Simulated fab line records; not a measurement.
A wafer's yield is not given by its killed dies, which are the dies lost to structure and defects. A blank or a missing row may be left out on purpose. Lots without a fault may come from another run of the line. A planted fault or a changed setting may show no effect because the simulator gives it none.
fab line records	flow nandHarc
[record] lots = 13	wafers = 39	lastDay = 34
route steps=1302 shown P_STI@80 P_GATE@122
lots that met no fault: from a run of the same line without faults
startH: hours from the record's opening day to when the first of the lot's shown wafers began	waitH: hours from the lot's prior step to this one	" identical to the entry in the row above	L1.1+2: a single row standing in for several wafers	- no value, or no start given	* or withheld: withheld	< > ~ a bound
route shown NAME@n: NAME is a module with steps in the file, n the number in the route of the first one	usual: the fault-free wafers' mean and standard deviation	same: alike in all rows	chamber/n: place in a boat	sites: the reading at each site	_std_site: standard deviation of those values	_edge_site: outer sites' mean less inner sites'	radiusMm: for every site, how far away it sits from the centre of the wafer	mask NAME#n: copy n	behind: the last tool/chamber to shape the wafer	hold: reason for holding the lot/hours on hold/outcome of the hold	device: the transistor (n, p or np) that didn't switch	end of line: the same wafers' tests at the end of the route	step lacking rows: just its recipe	killed: the dies lost at the first sort to structure and to defects; this is not the yield of the wafer	map: dies across one wafer; x = killed, . = not, _ = none there
set.NAME: setting as actually run; set.NAME@STEP: the setting as run at that earlier step	model.NAME: the simulator's own value behind a step, which no gauge read
route steps across a sampled set of lots; one table per step, one row per wafer
services: the hour from which a tool's chamber was out of use, counted from the record's first day as startH (under 0 if before that day), plus the number of hours and why
[[steps]]
[step NHARC_P_STI_EXPOSE_06]
[recipe] na = 0.55	targetCdNm = 200	doseMj = 37.69	maskId = P_STI
lot.wafer	tool	chamber	startH	waitH	mask
L233.1+2+4	krfScanner-04	0	48.63	-	P_STI#0
L234.3+5+6	krfScanner-02	0	54.76	-	P_STI#0
L235.4+5+6	krfScanner-04	0	63.06	-	P_STI#0
L237.1+2+4	krfScanner-02	0	83.86	-	P_STI#0
L238.2+5+6	krfScanner-03	0	94.91	-	P_STI#0
L239.3+4+5	krfScanner-03	0	104.04	-	P_STI#0
L240.1+3+5	krfScanner-04	0	115.09	-	P_STI#0
L241.1+4+5	krfScanner-02	0	127.55	-	P_STI#0
L242.2+3+4	krfScanner-04	0	144.64	-	P_STI#0
L244.1+2+4	krfScanner-02	0	157.92	-	P_STI_R1#0
L254.1+3+6	krfScanner-03	0	252.56	-	P_STI#0
L255.2+4+5	krfScanner-02	0	263.92	-	P_STI#0
L256.1+3+4	krfScanner-03	0	273.78	-	P_STI#0
[step NHARC_P_STI_CD_MEAS_09]
[recipe] targetCdNm = 200	landingEnergyEv = 500
[usual] cdNm = 199.6/2.3
[same] landingEnergyEv = 500
lot.wafer	tool	chamber	startH	waitH	cdNm
L233.1	cdSem-01	0	48.78	-	199.1
L233.2	"	0	"	"	199.6
L233.4	"	0	"	"	201.6
L234.3	cdSem-02	0	54.90	-	197.8
L234.5	"	0	"	"	194.7
L234.6	"	0	"	"	200.7
L235.4	cdSem-01	0	63.21	-	201.7
L235.5	"	0	"	"	197.0
L235.6	"	0	"	"	203.3
L237.1	cdSem-01	0	84.01	-	201.6
L237.2	"	0	"	"	197.4
L237.4	"	0	"	"	197.6
L238.2	cdSem-03	0	95.06	-	197.4
L238.5	"	0	"	"	198.1
L238.6	"	0	"	"	195.1
L239.3	cdSem-02	0	104.19	-	199.9
L239.4	"	0	"	"	200.7
L239.5	"	0	"	"	196.9
L240.1	cdSem-01	0	115.24	-	202.1
L240.3	"	0	"	"	200.0
L240.5	"	0	"	"	198.9
L241.1	cdSem-01	0	127.70	-	203.4
L241.4	"	0	"	"	196.4
L241.5	"	0	"	"	202.0
L242.2	cdSem-01	0	144.79	-	197.6
L242.3	"	0	"	"	199.6
L242.4	"	0	"	"	198.0
L244.1	cdSem-01	0	158.07	-	209.5
L244.2	"	0	"	"	204.7
L244.4	"	0	"	"	207.9
L254.1	cdSem-01	0	252.71	-	197.6
L254.3	"	0	"	"	197.2
L254.6	"	0	"	"	200.1
L255.2	cdSem-03	0	264.07	-	197.7
L255.4	"	0	"	"	194.3
L255.5	"	0	"	"	200.7
L256.1	cdSem-03	0	273.94	-	199.9
L256.3	"	0	"	"	199.8
L256.4	"	0	"	"	200.2
[step NHARC_P_STI_OVL_MEAS_10]
[usual] overlayXNm = 3/5.3	overlayYNm = 0/6.2
lot.wafer	tool	chamber	startH	waitH	overlayXNm	overlayYNm
L233.1	overlay-01	-	48.87	-	5	-1
L233.2	"	-	"	"	4	-1
L233.4	"	-	"	"	4	-1
L234.3	overlay-02	-	55.00	-	-1	7
L234.5	"	-	"	"	0	6
L234.6	"	-	"	"	-1	6
L235.4	overlay-02	-	63.29	-	4	-4
L235.5	"	-	"	"	4	-4
L235.6	"	-	"	"	3	-4
L237.1	overlay-02	-	84.10	-	5	-3
L237.2	"	-	"	"	5	-3
L237.4	"	-	"	"	4	-3
L238.2	overlay-02	-	95.14	-	1	0
L238.5	"	-	"	"	1	-1
L238.6	"	-	"	"	1	-1
L239.3	overlay-01	-	104.27	-	9	16
L239.4	"	-	"	"	9	15
L239.5	"	-	"	"	9	15
L240.1	overlay-02	-	115.33	-	-1	-4
L240.3	"	-	"	"	-1	-4
L240.5	"	-	"	"	0	-4
L241.1	overlay-01	-	127.79	-	-11	-2
L241.4	"	-	"	"	-11	-2
L241.5	"	-	"	"	-11	-2
L242.2	overlay-02	-	144.87	-	2	17
L242.3	"	-	"	"	2	17
L242.4	"	-	"	"	2	17
L244.1	overlay-01	-	158.16	-	7	3
L244.2	"	-	"	"	5	3
L244.4	"	-	"	"	7	4
L254.1	overlay-01	-	252.80	-	13	-1
L254.3	"	-	"	"	13	-1
L254.6	"	-	"	"	13	-1
L255.2	overlay-01	-	264.15	-	4	-7
L255.4	"	-	"	"	4	-7
L255.5	"	-	"	"	3	-7
L256.1	overlay-01	-	274.03	-	-4	3
L256.3	"	-	"	"	-4	3
L256.4	"	-	"	"	-4	2
[step NHARC_P_STI_OCD_MEAS_17]
[usual] trenchDepthNm = 300/3.3	trenchFootCdNm = 157.6/2.3
lot.wafer	tool	chamber	startH	waitH	trenchDepthNm	trenchFootCdNm
L233.1	ocd-01	-	49.56	0.1	300	157.3
L233.2	"	-	"	"	300	157.9
L233.4	"	-	"	"	293	160.7
L234.3	ocd-01	-	55.70	0.1	299	155.7
L234.5	"	-	"	"	300	153.1
L234.6	"	-	"	"	300	158.9
L235.4	ocd-01	-	63.99	0.1	304	158.9
L235.5	"	-	"	"	307	154.3
L235.6	"	-	"	"	302	161.1
L237.1	ocd-01	-	84.85	0.1	300	159.6
L237.2	"	-	"	"	295	156.3
L237.4	"	-	"	"	301	155.5
L238.2	ocd-02	-	95.85	0.1	300	155.3
L238.5	"	-	"	"	299	156.3
L238.6	"	-	"	"	300	153.5
L239.3	ocd-01	-	104.97	0.1	299	158.0
L239.4	"	-	"	"	293	159.4
L239.5	"	-	"	"	298	155.4
L240.1	ocd-02	-	116.11	0.1	300	160.3
L240.3	"	-	"	"	299	158.2
L240.5	"	-	"	"	303	156.4
L241.1	ocd-01	-	128.49	0.1	305	160.6
L241.4	"	-	"	"	301	154.2
L241.5	"	-	"	"	300	160.5
L242.2	ocd-01	-	145.57	0.1	304	155.1
L242.3	"	-	"	"	302	156.6
L242.4	"	-	"	"	304	155.4
L244.1	ocd-02	-	158.85	0.1	296	167.8
L244.2	"	-	"	"	297	163.0
L244.4	"	-	"	"	301	166.0
L254.1	ocd-01	-	253.52	0.1	303	154.4
L254.3	"	-	"	"	293	155.9
L254.6	"	-	"	"	297	158.7
L255.2	ocd-02	-	264.85	0.1	300	155.6
L255.4	"	-	"	"	306	151.3
L255.5	"	-	"	"	306	158.0
L256.1	ocd-01	-	274.73	0.1	299	158.4
L256.3	"	-	"	"	299	158.0
L256.4	"	-	"	"	299	159.1
[step NHARC_P_GATE_CD_MEAS_11]
[recipe] targetCdNm = 1640	landingEnergyEv = 500
[usual] cdNm = 1639.3/2.2
[same] landingEnergyEv = 500
lot.wafer	tool	chamber	startH	waitH	cdNm
L233.1	cdSem-03	0	87.50	-	1640.7
L233.2	"	0	"	"	1641.1
L233.4	"	0	"	"	1639.7
L234.3	cdSem-01	0	93.84	-	1642.4
L234.5	"	0	"	"	1639.9
L234.6	"	0	"	"	1641.2
L235.4	cdSem-03	0	101.80	-	1640.9
L235.5	"	0	"	"	1640.3
L235.6	"	0	"	"	1639.1
L237.1	cdSem-01	0	123.97	-	1641.4
L237.2	"	0	"	"	1642.0
L237.4	"	0	"	"	1642.6
L238.2	cdSem-01	0	148.15	-	1637.2
L238.5	"	0	"	"	1638.5
L238.6	"	0	"	"	1639.2
L239.3	cdSem-03	0	156.82	-	1639.0
L239.4	"	0	"	"	1641.1
L239.5	"	0	"	"	1640.2
L240.1	cdSem-03	0	164.48	-	1637.9
L240.3	"	0	"	"	1642.9
L240.5	"	0	"	"	1639.4
L241.1	cdSem-03	0	170.26	-	1642.3
L241.4	"	0	"	"	1639.4
L241.5	"	0	"	"	1638.0
L242.2	cdSem-01	0	180.66	-	1642.2
L242.3	"	0	"	"	1641.3
L242.4	"	0	"	"	1641.7
L244.1	cdSem-02	0	196.53	-	1637.2
L244.2	"	0	"	"	1636.7
L244.4	"	0	"	"	1636.5
L254.1	cdSem-01	0	290.90	-	1642.7
L254.3	"	0	"	"	1641.2
L254.6	"	0	"	"	1640.2
L255.2	cdSem-03	0	298.55	-	1639.5
L255.4	"	0	"	"	1636.4
L255.5	"	0	"	"	1636.6
L256.1	cdSem-02	0	310.57	-	1636.0
L256.3	"	0	"	"	1637.0
L256.4	"	0	"	"	1638.0
[step NHARC_P_GATE_CD_MEAS_33]
[usual] cdNm = 120.0/2.5
lot.wafer	tool	chamber	startH	waitH	cdNm
L233.1	cdSem-03	-	106.75	-	118.1
L233.2	"	-	"	"	120.3
L233.4	"	-	"	"	117.9
L234.3	cdSem-03	-	112.88	-	121.7
L234.5	"	-	"	"	119.1
L234.6	"	-	"	"	118.9
L235.4	cdSem-02	-	122.47	0.1	120.5
L235.5	"	-	"	"	120.0
L235.6	"	-	"	"	119.9
L237.1	cdSem-01	-	139.18	-	117.5
L237.2	"	-	"	"	119.6
L237.4	"	-	"	"	120.8
L238.2	cdSem-03	-	163.31	-	125.3
L238.5	"	-	"	"	124.0
L238.6	"	-	"	"	117.0
L239.3	cdSem-03	-	175.05	-	120.5
L239.4	"	-	"	"	119.1
L239.5	"	-	"	"	118.1
L240.1	cdSem-03	-	181.95	-	118.1
L240.3	"	-	"	"	121.6
L240.5	"	-	"	"	117.2
L241.1	cdSem-03	-	185.15	-	122.2
L241.4	"	-	"	"	122.8
L241.5	"	-	"	"	119.6
L242.2	cdSem-03	-	197.85	-	119.3
L242.3	"	-	"	"	116.8
L242.4	"	-	"	"	114.7
L244.1	cdSem-02	-	215.04	-	117.3
L244.2	"	-	"	"	120.6
L244.4	"	-	"	"	118.3
L254.1	cdSem-02	-	312.91	-	118.0
L254.3	"	-	"	"	119.1
L254.6	"	-	"	"	118.2
L255.2	cdSem-01	-	317.37	0.2	120.5
L255.4	"	-	"	"	121.2
L255.5	"	-	"	"	122.0
L256.1	cdSem-01	-	325.88	-	120.2
L256.3	"	-	"	"	121.5
L256.4	"	-	"	"	122.4
[[services]]
tool	chamber	startH	hours	kind
krfScanner-02	0	35.33	-	calibration
krfScanner-03	-	52.00	4.0	pm
krfScanner-04	-	64.06	0.1	repair
krfScanner-03	-	77.76	0.5	repair
krfScanner-04	0	81.15	-	calibration
krfScanner-02	-	94.00	4.0	pm
krfScanner-02	-	159.04	0.8	repair
krfScanner-04	-	180.77	2.1	repair
krfScanner-04	-	182.88	4.0	pm
krfScanner-02	0	208.49	-	calibration
krfScanner-02	-	215.09	0.6	repair
krfScanner-03	0	216.02	-	calibration
krfScanner-03	-	224.00	4.0	pm
krfScanner-04	-	243.92	0.9	repair
krfScanner-04	0	258.44	-	calibration
krfScanner-02	-	266.00	4.0	pm
[[key]]
[firstSign] step = NHARC_P_STI_EXPOSE_06	reading = mask	direction = changed
[effect] step = NHARC_P_STI_CD_MEAS_09	reading = cdNm	direction = up	sigmas = 3.3	usual = 199.6	struck = 207.4
[effect] step = NHARC_P_STI_OCD_MEAS_17	reading = trenchFootCdNm	direction = up	sigmas = 3.4	usual = 157.6	struck = 165.6
metAt NHARC_P_STI_EXPOSE_06
struckLots L244
testerLeftOut L244
notActingAt NHARC_P_STI_OVL_MEAS_10,NHARC_P_GATE_CD_MEAS_11,NHARC_P_GATE_CD_MEAS_33
onsetBetween 127.55 157.92
[fault] kind = wrongMask	tool = any	chamber = -	onsetH = 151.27	steps = NHARC_P_STI_EXPOSE_06	auxCopy = P_STI_R1#0	cdOffsetNm = 7.2348	scope = struckLotsOnly
// testerLeftOut: of these lots the tester's yield and bins aren't shown, on N5 and GAA mostly nor the transistor test; their killed dies are dies lost to structure and defects alone, not to doping, threshold or leakage, so they don't give the yield
